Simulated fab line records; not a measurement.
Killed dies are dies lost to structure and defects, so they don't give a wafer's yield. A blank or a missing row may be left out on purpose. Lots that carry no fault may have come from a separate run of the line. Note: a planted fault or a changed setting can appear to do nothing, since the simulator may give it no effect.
fab line records	flow n5_finfet	part 1 of 2: steps 1 to 19 of 30
[record] lots = 5	wafers = 15	last_day = 15
route steps=1938 shown BEOL_M8@1337
lots that met no fault: taken from a fault-free run of the same line
start_h: start of the lot's first displayed wafer, in hours after the record's first day	wait_h: hours elapsed since this lot's preceding step	" unchanged from the row above	L1.1+2: several wafers, shown together as one row	- no value present, or no start provided	* or withheld: withheld	< > ~ a bound
route shown NAME@n: names a module that has steps shown in the file, with the first one's number in the route	usual: average and standard deviation across the fault-free wafers	same: alike in all rows	chamber/n: place in a boat	sites: the reading at each site	_std_site: standard deviation across them	_edge_site: outer sites' mean less inner sites'	radius_mm: for every site, how far away it sits from the centre of the wafer	mask NAME#n: copy n	behind: the tool/chamber that last shaped the wafer	hold: what put the lot on hold/how long, in hours/how the hold closed	device: which transistor (n, p or np) failed to switch	end of line: at the end of the route, the tests of the same wafers	a step with no rows: only its recipe	killed: the dies lost at the first sort to structure and to defects; this is not the yield of the wafer	map: shows each die of a wafer: x if killed, . if not, _ if none is there
set.NAME: the setting the step ran with; set.NAME@STEP: the setting that earlier step ran with	model.NAME: the simulator's own value behind a step, which no gauge read
lots seen at some steps along the route; tables by step, rows by wafer
services: a tool's chamber out of use, with start hour (start_h, from the record's first day; less than 0 if before it), hours out, and reason
[[steps]]
[step N5_BEOL_M8_COAT_59]
[recipe] resist = SOC	temp_c = 250	time_s = 60	spin_rpm = 1500	resist_thk_nm = 100
[usual] chill_plate_temp_C = 23.01/0.12
[same] time_s = 60
lot.wafer	tool	chamber	start_h	wait_h	chill_plate_temp_C
L076.1	litho_track-04	0	211.02	0.1	23.08
L076.3	"	0	"	"	23.18
L076.5	"	0	"	"	23.00
L077.1	litho_track-02	0	211.45	0.1	22.94
L077.3	"	0	"	"	22.96
L077.6	"	0	"	"	23.09
L079.3	litho_track-03	0	224.89	0.1	22.90
L079.4	"	0	"	"	23.13
L079.5	"	0	"	"	23.17
L082.2	litho_track-03	0	233.62	0.1	23.04
L082.4	"	0	"	"	22.87
L082.5	"	0	"	"	22.74
L089.3	litho_track-04	0	280.73	0.1	22.92
L089.5	"	0	"	"	22.92
L089.6	"	0	"	"	22.90
[step N5_BEOL_M8_COAT_60]
[recipe] resist = SiARC	temp_c = 220	time_s = 60	spin_rpm = 1500	resist_thk_nm = 35
[usual] chill_plate_temp_C = 23.01/0.11
[same] time_s = 60
lot.wafer	tool	chamber	start_h	wait_h	chill_plate_temp_C
L076.1	litho_track-04	0	-	-	22.95
L076.3	"	0	"	"	22.97
L076.5	"	0	"	"	22.83
L077.1	litho_track-02	0	-	-	22.85
L077.3	"	0	"	"	22.99
L077.6	"	0	"	"	22.97
L079.3	litho_track-03	0	-	-	23.13
L079.4	"	0	"	"	22.92
L079.5	"	0	"	"	23.08
L082.2	litho_track-03	0	-	-	23.07
L082.4	"	0	"	"	22.99
L082.5	"	0	"	"	22.95
L089.3	litho_track-04	0	-	-	22.95
L089.5	"	0	"	"	22.93
L089.6	"	0	"	"	23.02
[step N5_BEOL_M8_COAT_05]
[recipe] resist = CAR-ArF	spin_rpm = 1500	resist_thk_nm = 90
[usual] chill_plate_temp_C = 23.02/0.1
lot.wafer	tool	chamber	start_h	wait_h	chill_plate_temp_C
L076.1	litho_track-04	0	-	-	23.15
L076.3	"	0	"	"	23.00
L076.5	"	0	"	"	23.04
L077.1	litho_track-02	0	-	-	23.02
L077.3	"	0	"	"	23.01
L077.6	"	0	"	"	22.93
L079.3	litho_track-03	0	-	-	23.07
L079.4	"	0	"	"	22.97
L079.5	"	0	"	"	22.98
L082.2	litho_track-03	0	-	-	23.04
L082.4	"	0	"	"	23.00
L082.5	"	0	"	"	23.02
L089.3	litho_track-04	0	-	-	23.04
L089.5	"	0	"	"	23.06
L089.6	"	0	"	"	22.92
[step N5_BEOL_M8_EBR_07]
[recipe] solvent = PGMEA	ebr_width_mm = 1.5
[usual] chill_plate_temp_C = 22.99/0.11
[same] ebr_width_mm = 1.5
lot.wafer	tool	chamber	start_h	wait_h	chill_plate_temp_C
L076.1	litho_track-04	0	-	-	22.92
L076.3	"	0	"	"	22.83
L076.5	"	0	"	"	22.93
L077.1	litho_track-02	0	-	-	22.88
L077.3	"	0	"	"	22.83
L077.6	"	0	"	"	22.93
L079.3	litho_track-03	0	-	-	22.96
L079.4	"	0	"	"	23.06
L079.5	"	0	"	"	22.89
L082.2	litho_track-03	0	-	-	22.99
L082.4	"	0	"	"	23.00
L082.5	"	0	"	"	22.96
L089.3	litho_track-04	0	-	-	22.70
L089.5	"	0	"	"	22.80
L089.6	"	0	"	"	22.99
[step N5_BEOL_M8_SOFTBAKE_06]
[recipe] temp_c = 110	time_s = 60	resist = CAR-ArF
[usual] chill_plate_temp_C = 23.00/0.11
[same] time_s = 60
lot.wafer	tool	chamber	start_h	wait_h	chill_plate_temp_C
L076.1	litho_track-04	0	-	-	23.07
L076.3	"	0	"	"	23.04
L076.5	"	0	"	"	23.04
L077.1	litho_track-02	0	-	-	23.08
L077.3	"	0	"	"	22.98
L077.6	"	0	"	"	23.06
L079.3	litho_track-03	0	-	-	22.88
L079.4	"	0	"	"	22.84
L079.5	"	0	"	"	22.91
L082.2	litho_track-03	0	-	-	23.08
L082.4	"	0	"	"	22.89
L082.5	"	0	"	"	22.87
L089.3	litho_track-04	0	-	-	23.02
L089.5	"	0	"	"	22.88
L089.6	"	0	"	"	22.85
[step N5_BEOL_M8_EXPOSE_08]
[recipe] mask_id = M8	na = 1.35	source_shape = dipole	sigma_inner = 0.817	sigma_outer = 0.97	polarization = te	dose_mj = 68.25
lot.wafer	tool	chamber	start_h	wait_h	mask
L076.1+3+5	arfi_scanner-01	0	211.14	-	M8#0
L077.1+3+6	arfi_scanner-03	0	211.69	-	M8#0
L079.3+4+5	arfi_scanner-03	0	225.02	-	M8#0
L082.2+4+5	arfi_scanner-02	0	233.90	-	M8#0
L089.3+5+6	arfi_scanner-01	0	280.86	-	M8#0
[step N5_BEOL_M8_PEB_09]
[recipe] peb_temp_c = withheld	peb_time_s = 60	resist = CAR-ArF
[usual] chill_plate_temp_C = 23.01/0.1
lot.wafer	tool	chamber	start_h	wait_h	chill_plate_temp_C
L076.1	litho_track-04	0	211.20	0.1	22.98
L076.3	"	0	"	"	23.00
L076.5	"	0	"	"	23.04
L077.1	litho_track-04	0	211.75	0.1	22.90
L077.3	"	0	"	"	23.03
L077.6	"	0	"	"	22.79
L079.3	litho_track-03	0	225.07	0.0	22.89
L079.4	"	0	"	"	22.81
L079.5	"	0	"	"	22.97
L082.2	litho_track-03	0	233.95	0.0	22.91
L082.4	"	0	"	"	23.01
L082.5	"	0	"	"	23.22
L089.3	litho_track-02	0	280.91	0.0	23.06
L089.5	"	0	"	"	23.07
L089.6	"	0	"	"	23.21
[step N5_BEOL_M8_DEVELOP_10]
[recipe] develop_time_s = 30	developer = TMAH	resist = CAR-ArF	rinse_liquid = diw	dry = air_spin	dev_temp_c = 23
[usual] chill_plate_temp_C = 23.00/0.11	developer_temp_C = 23.00/0.11
lot.wafer	tool	chamber	start_h	wait_h	chill_plate_temp_C	developer_temp_C
L076.1	litho_track-04	0	-	-	23.17	22.98
L076.3	"	0	"	"	23.03	23.07
L076.5	"	0	"	"	23.09	23.03
L077.1	litho_track-04	0	-	-	22.92	23.15
L077.3	"	0	"	"	23.03	23.06
L077.6	"	0	"	"	22.96	23.05
L079.3	litho_track-03	0	-	-	22.79	23.00
L079.4	"	0	"	"	22.80	23.03
L079.5	"	0	"	"	22.89	22.93
L082.2	litho_track-03	0	-	-	23.09	23.10
L082.4	"	0	"	"	23.08	23.00
L082.5	"	0	"	"	23.15	23.14
L089.3	litho_track-02	0	-	-	23.00	22.98
L089.5	"	0	"	"	22.98	22.91
L089.6	"	0	"	"	22.89	22.77
[step N5_BEOL_M8_CD_MEAS_11]
[recipe] target_cd_nm = 38.5	landing_energy_ev = 500	detector = se_inlens	polarity = opening
[usual] cd_nm = 38.6/0.4
lot.wafer	tool	chamber	start_h	wait_h	cd_nm
L076.1	cd_sem-03	0	211.27	-	39.2
L076.3	"	0	"	"	38.8
L076.5	"	0	"	"	38.9
L077.1	cd_sem-01	0	211.82	-	39.0
L077.3	"	0	"	"	38.1
L077.6	"	0	"	"	38.4
L079.3	cd_sem-01	0	225.13	-	38.0
L079.4	"	0	"	"	38.5
L079.5	"	0	"	"	38.3
L082.2	cd_sem-03	0	234.02	-	38.2
L082.4	"	0	"	"	38.5
L082.5	"	0	"	"	38.6
L089.3	cd_sem-03	0	280.98	-	38.6
L089.5	"	0	"	"	38.7
L089.6	"	0	"	"	38.2
[step N5_BEOL_M8_OVL_MEAS_12]
[recipe] points_per_wafer = 44
[usual] M8_OVL = -0.5/0.76
lot.wafer	tool	chamber	start_h	wait_h	M8_OVL[nm]
L076.1	overlay-01	0	211.30	0.0	1.4
L076.3	"	0	"	"	0.3
L076.5	"	0	"	"	0.5
L077.1	overlay-01	0	211.85	0.0	-0.2
L077.3	"	0	"	"	-1.0
L077.6	"	0	"	"	0.4
L079.3	overlay-01	0	225.16	0.0	-0.2
L079.4	"	0	"	"	-0.2
L079.5	"	0	"	"	-1.6
L082.2	overlay-01	0	234.05	0.0	-0.6
L082.4	"	0	"	"	-0.4
L082.5	"	0	"	"	-0.9
L089.3	overlay-02	0	281.00	0.0	-0.1
L089.5	"	0	"	"	0.1
L089.6	"	0	"	"	0.3
[step N5_BEOL_M8_INSPECT_13]
[recipe] mode = adi	inspect_instrument = brightfield
[usual] raw_defect_count = 408/84
lot.wafer	tool	chamber	start_h	wait_h	raw_defect_count
L076.1	defect_inspect-01	-	211.32	0.0	335
L076.3	"	-	"	"	431
L076.5	"	-	"	"	358
L077.1	defect_inspect-01	-	211.87	0.0	386
L077.3	"	-	"	"	457
L077.6	"	-	"	"	360
L079.3	defect_inspect-01	-	225.19	0.0	401
L079.4	"	-	"	"	326
L079.5	"	-	"	"	399
L082.2	defect_inspect-02	-	234.07	0.0	359
L082.4	"	-	"	"	405
L082.5	"	-	"	"	369
L089.3	defect_inspect-02	-	281.03	0.0	428
L089.5	"	-	"	"	503
L089.6	"	-	"	"	314
[step N5_BEOL_M8_DESCUM_16]
[recipe] chemistry = O2	time_s = 7.9	source_power_w = 50	bias_power_w = 20	pressure_mtorr = 20	rf_frequency_hz = 2.712e+07	temp_c = 40	resist = CAR-ArF	o2_flow_sccm = 225
[usual] drypump_motor_current_A = 6.0/0.52	oes_product_au = 0.79/0.085	rf_fwd_power_W = 49.36/0.2	rf_vpp_V = 243.3/1.3	showerhead_plenum_p_Torr = 2.11/0.066	throttle_valve_pct = 20.4/0.3
[same] time_s = 7.9
lot.wafer	tool	chamber	start_h	wait_h	drypump_motor_current_A	oes_product_au	rf_fwd_power_W	rf_hours_counter_h	rf_vpp_V	showerhead_plenum_p_Torr	throttle_valve_pct
L076.1	rie_diel-04	3	211.36	0.0	5.7	0.72	49.39	206	243.6	2.16	20.2
L076.3	"	1	"	"	5.7	0.76	49.16	145	243.1	2.09	20.7
L076.5	"	1	"	"	5.7	0.76	49.24	-	242.9	2.09	20.7
L077.1	rie_diel-04	0	212.12	0.2	6.6	0.69	49.37	245	242.1	1.98	20.3
L077.3	"	3	"	"	5.7	0.71	49.25	207	244.1	2.16	20.2
L077.6	"	1	"	"	5.7	0.77	49.00	-	243.4	2.09	20.7
L079.3	rie_diel-04	1	225.41	0.2	5.7	0.76	49.43	149	243.3	2.09	20.7
L079.4	"	3	"	"	5.7	0.71	49.47	212	244.6	2.16	20.2
L079.5	"	2	"	"	5.7	0.91	49.24	-	242.9	2.14	19.9
L082.2	rie_diel-05	3	234.11	0.0	5.5	0.76	49.46	151	243.5	2.19	20.6
L082.4	"	0	"	"	5.6	0.81	49.44	108	241.8	2.02	20.2
L082.5	"	3	"	"	5.5	0.76	49.45	-	244.2	2.19	20.6
L089.3	rie_diel-01	0	281.06	0.0	5.4	0.83	50.04	88	242.9	2.11	20.7
L089.5	"	1	"	"	6.6	0.82	49.28	-	245.1	2.12	20.8
L089.6	"	0	"	"	5.5	0.84	49.45	-	244.9	2.11	20.7
[step N5_BEOL_M8_ETCH_61]
[recipe] chemistry = CF4	target = SiARC	target_depth_a = 455	mask_material = CAR-ArF	time_s = 75.8	ion_energy_ev = 80	pressure_mtorr = 40	source_w = 545	bias_w = 36	Ar_flow_sccm = 100	cf4_flow_sccm = 100	ends = cleared
[usual] drypump_motor_current_A = 6.0/0.51	etch_rf_on_time_s = 76.1/1	oes_product_au = 0.67/0.072	rf_fwd_power_W = 539.6/2.3	rf_vpp_V = 184.3/1.1	showerhead_plenum_p_Torr = 2.16/0.064	throttle_valve_pct = 15.62/0.29
lot.wafer	tool	chamber	start_h	wait_h	drypump_motor_current_A	etch_rf_on_time_s	oes_product_au	rf_fwd_power_W	rf_hours_counter_h	rf_vpp_V	showerhead_plenum_p_Torr	throttle_valve_pct
L076.1	rie_diel-04	3	211.39	0.0	5.7	77.1	0.61	538.4	206	183.6	2.21	15.45
L076.3	"	1	"	"	5.7	75.1	0.65	540.0	145	185.2	2.14	15.88
L076.5	"	1	"	"	5.7	75.5	0.66	539.6	-	184.4	2.14	15.86
L077.1	rie_diel-04	0	212.16	0.0	6.6	76.3	0.59	540.0	245	182.2	2.03	15.53
L077.3	"	3	"	"	5.6	75.8	0.61	541.2	207	184.3	2.21	15.46
L077.6	"	1	"	"	5.7	74.3	0.66	538.8	-	184.7	2.14	15.88
L079.3	rie_diel-04	1	225.45	0.0	5.7	73.8	0.66	536.2	149	185.2	2.14	15.89
L079.4	"	3	"	"	5.7	76.2	0.61	541.9	212	185.5	2.21	15.46
L079.5	"	2	"	"	5.7	74.7	0.77	538.7	-	184.0	2.19	15.09
L082.2	rie_diel-05	3	234.14	0.0	5.6	76.0	0.65	541.9	151	184.2	2.23	15.77
L082.4	"	0	"	"	5.6	77.4	0.68	541.8	108	183.8	2.07	15.50
L082.5	"	3	"	"	5.5	75.6	0.66	544.0	-	184.4	2.23	15.77
L089.3	rie_diel-01	0	281.10	0.0	5.5	77.2	0.71	541.0	88	184.3	2.17	15.93
L089.5	"	1	"	"	6.6	76.7	0.70	535.7	-	185.2	2.17	15.92
L089.6	"	0	"	"	5.5	77.1	0.71	540.6	-	185.0	2.17	15.93
[step N5_BEOL_M8_ETCH_62]
[recipe] chemistry = N2/H2	target = SOC	target_depth_a = 1100	overetch_a = 220	mask_material = SiARC	temp_c = 40	time_s = 165	ion_energy_ev = 200	pressure_mtorr = 30	source_w = 840	bias_w = 150	n2_flow_sccm = 200	h2_flow_sccm = 200
[usual] drypump_motor_current_A = 6.0/0.52	oes_product_au = 0.67/0.068	rf_fwd_power_W = 837.1/2.5	rf_vpp_V = 524.4/2.2	showerhead_plenum_p_Torr = 2.56/0.08	throttle_valve_pct = 17.8/0.32
[same] time_s = 165
lot.wafer	tool	chamber	start_h	wait_h	drypump_motor_current_A	oes_product_au	rf_fwd_power_W	rf_hours_counter_h	rf_vpp_V	showerhead_plenum_p_Torr	throttle_valve_pct
L076.1	rie_diel-04	3	211.45	0.0	5.7	0.61	837.2	206	527.4	2.62	17.6
L076.3	"	1	"	"	5.7	0.64	835.9	145	524.4	2.54	18.2
L076.5	"	1	"	"	5.8	0.65	837.4	-	523.3	2.54	18.1
L077.1	rie_diel-04	0	212.21	0.0	6.6	0.58	834.6	245	521.0	2.40	17.7
L077.3	"	3	"	"	5.6	0.61	834.4	207	526.1	2.62	17.6
L077.6	"	1	"	"	5.7	0.64	833.0	-	523.5	2.54	18.1
L079.3	rie_diel-04	1	225.50	0.0	5.7	0.64	835.6	149	525.1	2.54	18.1
L079.4	"	3	"	"	5.7	0.61	838.5	212	526.4	2.62	17.6
L079.5	"	2	"	"	5.7	0.76	833.8	-	525.3	2.60	17.3
L082.2	rie_diel-05	3	234.20	0.0	5.6	0.65	841.2	151	527.2	2.65	17.8
L082.4	"	0	"	"	5.6	0.68	834.3	108	521.8	2.45	17.5
L082.5	"	3	"	"	5.6	0.64	841.1	-	527.5	2.65	17.9
L089.3	rie_diel-01	0	281.15	0.0	5.4	0.71	841.8	88	524.2	2.57	18.1
L089.5	"	1	"	"	6.6	0.70	837.8	-	526.3	2.56	18.2
L089.6	"	0	"	"	5.5	0.71	836.9	-	524.3	2.57	18.1
[step N5_BEOL_M8_STRIP_68]
[recipe] chemistry = N2/H2	temp_c = 40	n2_flow_sccm = 200	h2_flow_sccm = 200	rf_frequency_hz = 6e+07
lot.wafer	tool	chamber	start_h	wait_h
L076.1+3+5	rie_diel-04	3,1,1	211.58	0.1
L077.1+3+6	rie_diel-04	0,3,1	212.35	0.1
L079.3+4+5	rie_diel-04	1,3,2	225.64	0.1
L082.2+4+5	rie_diel-05	3,0,3	234.33	0.1
L089.3+5+6	rie_diel-01	0,1,0	281.29	0.1
[step N5_BEOL_M8_STRIP_67]
[recipe] chemistry = CF4	resist = SiARC	power_w = 300	bias_power_w = 75	pressure_mtorr = 50	cf4_flow_sccm = 150	rf_frequency_hz = 6e+07
[usual] drypump_motor_current_A = 6.0/0.51	oes_product_au = 0.79/0.08	rf_vpp_V = 271.3/1.7	showerhead_plenum_p_Torr = 1.80/0.052	throttle_valve_pct = 13.59/0.29
lot.wafer	tool	chamber	start_h	wait_h	drypump_motor_current_A	oes_product_au	rf_hours_counter_h	rf_vpp_V	showerhead_plenum_p_Torr	throttle_valve_pct
L076.1	rie_diel-04	3	211.59	0.0	5.6	0.72	206	272.7	1.84	13.44
L076.3	"	1	"	"	5.7	0.76	146	272.0	1.79	13.85
L076.5	"	1	"	"	5.7	0.76	-	270.8	1.79	13.83
L077.1	rie_diel-04	0	212.36	0.0	6.6	0.70	245	268.6	1.70	13.59
L077.3	"	3	"	"	5.6	0.71	207	271.8	1.84	13.45
L077.6	"	1	"	"	5.7	0.76	-	271.7	1.79	13.83
L079.3	rie_diel-04	1	225.65	0.0	5.7	0.76	149	270.6	1.79	13.85
L079.4	"	3	"	"	5.7	0.70	212	273.3	1.84	13.45
L079.5	"	2	"	"	5.8	0.90	-	272.0	1.84	13.07
L082.2	rie_diel-05	3	234.34	0.0	5.5	0.77	151	272.8	1.86	13.73
L082.4	"	0	"	"	5.6	0.82	108	270.0	1.74	13.51
L082.5	"	3	"	"	5.5	0.76	-	272.2	1.86	13.74
L089.3	rie_diel-01	0	281.30	0.0	5.4	0.84	88	272.1	1.81	13.85
L089.5	"	1	"	"	6.6	0.83	-	272.3	1.81	13.84
L089.6	"	0	"	"	5.5	0.84	-	269.6	1.82	13.83
[step N5_BEOL_M8_HM_OPEN_17]
[recipe] chemistry = Cl2/BCl3	target_depth_a = 200	overetch_a = 60	target = TiN	mask_material = SOC	ion_energy_ev = 150	pressure_mtorr = 10	icp_w = 1000	bias_w = 126	Cl2_flow_sccm = 53.25	bcl3_flow_sccm = 21.75	Ar_flow_sccm = 25
[usual] drypump_motor_current_A = 5.4/0.37	he_backside_leak_sccm = 3.45/0.17	oes_product_au = 0.65/0.056	rf_fwd_power_W = 993/3.4	throttle_valve_pct = 22.2/0.33
lot.wafer	tool	chamber	start_h	wait_h	drypump_motor_current_A	he_backside_leak_sccm	oes_product_au	rf_fwd_power_W	rf_hours_counter_h	throttle_valve_pct
L076.1	rie_metal-03	0	211.64	0.0	4.9	3.49	0.56	993	94	22.8
L076.3	"	0	"	"	4.9	3.24	0.56	996	-	22.8
L076.5	"	1	"	"	5.6	3.67	0.75	993	-	22.4
L077.1	rie_metal-01	0	212.40	0.0	5.2	3.77	0.62	990	67	22.0
L077.3	"	1	"	"	6.0	3.53	0.68	998	-	22.5
L077.6	"	1	"	"	6.1	3.49	0.67	990	-	22.5
L079.3	rie_metal-01	1	225.72	0.1	6.1	3.23	0.67	994	-	22.5
L079.4	"	0	"	"	5.3	3.68	0.62	994	-	22.0
L079.5	"	1	"	"	6.1	3.25	0.67	995	-	22.5
L082.2	rie_metal-02	1	234.38	0.0	5.3	3.22	0.69	988	26	22.1
L082.4	"	1	"	"	5.3	3.32	0.70	994	-	22.1
L082.5	"	0	"	"	5.5	3.67	0.64	997	-	21.7
L089.3	rie_metal-01	1	281.37	0.1	6.1	3.41	0.66	995	-	22.5
L089.5	"	0	"	"	5.3	3.74	0.60	993	-	22.0
L089.6	"	1	"	"	6.1	3.35	0.66	991	-	22.6
[step N5_BEOL_M8_STRIP_19]
[recipe] chemistry = O2	power_w = 400	temp_c = 40	pressure_mtorr = 30	rf_frequency_hz = 6e+07	bias_power_w = 0	overash_fraction = 0.2	o2_flow_sccm = 225
[usual] drypump_motor_current_A = 5.9/0.53	oes_product_au = 0.80/0.083	rf_vpp_V = 3.7/0.61	showerhead_plenum_p_Torr = 2.12/0.067	throttle_valve_pct = 16.67/0.29
lot.wafer	tool	chamber	start_h	wait_h	drypump_motor_current_A	oes_product_au	rf_hours_counter_h	rf_vpp_V	showerhead_plenum_p_Torr	throttle_valve_pct
L076.1	rie_diel-01	3	211.95	0.3	5.1	0.70	227	3.1	1.99	16.79
L076.3	"	0	"	"	5.5	0.86	60	3.8	2.12	16.88
L076.5	"	3	"	"	5.1	0.71	-	2.9	1.99	16.79
L077.1	rie_diel-01	0	212.58	0.1	5.5	0.85	61	4.3	2.12	16.90
L077.3	"	3	"	"	5.1	0.70	228	3.9	1.99	16.78
L077.6	"	2	"	"	6.6	0.70	-	3.2	2.09	16.74
L079.3	rie_diel-01	2	225.92	0.2	6.6	0.70	213	4.3	2.08	16.77
L079.4	"	3	"	"	5.2	0.72	231	3.7	1.99	16.79
L079.5	"	1	"	"	6.7	0.84	-	3.3	2.13	16.99
L082.2	rie_diel-05	1	234.50	0.1	6.3	0.93	19	3.2	2.15	16.37
L082.4	"	3	"	"	5.5	0.74	151	4.7	2.19	16.84
L082.5	"	3	"	"	5.5	0.75	-	2.8	2.19	16.82
L089.3	rie_diel-01	2	281.45	0.1	6.6	0.68	230	3.9	2.08	16.79
L089.5	"	2	"	"	6.6	0.68	-	3.3	2.08	16.80
L089.6	"	1	"	"	6.6	0.82	-	4.4	2.13	17.04
[step N5_BEOL_M8_CD_MEAS_18]
[recipe] pitch_nm = 80	target_cd_nm = 40
[usual] cd_nm = 40.1/0.46
lot.wafer	tool	chamber	start_h	wait_h	cd_nm
L076.1	cd_sem-01	-	212.02	0.0	40.0
L076.3	"	-	"	"	40.3
L076.5	"	-	"	"	39.9
L077.1	cd_sem-02	-	212.66	0.1	40.2
L077.3	"	-	"	"	39.5
L077.6	"	-	"	"	40.0
L079.3	cd_sem-01	-	225.99	0.1	39.1
L079.4	"	-	"	"	39.9
L079.5	"	-	"	"	39.8
L082.2	cd_sem-02	-	234.57	0.1	40.6
L082.4	"	-	"	"	39.9
L082.5	"	-	"	"	40.4
L089.3	cd_sem-01	-	281.52	0.1	40.0
L089.5	"	-	"	"	40.7
L089.6	"	-	"	"	40.2
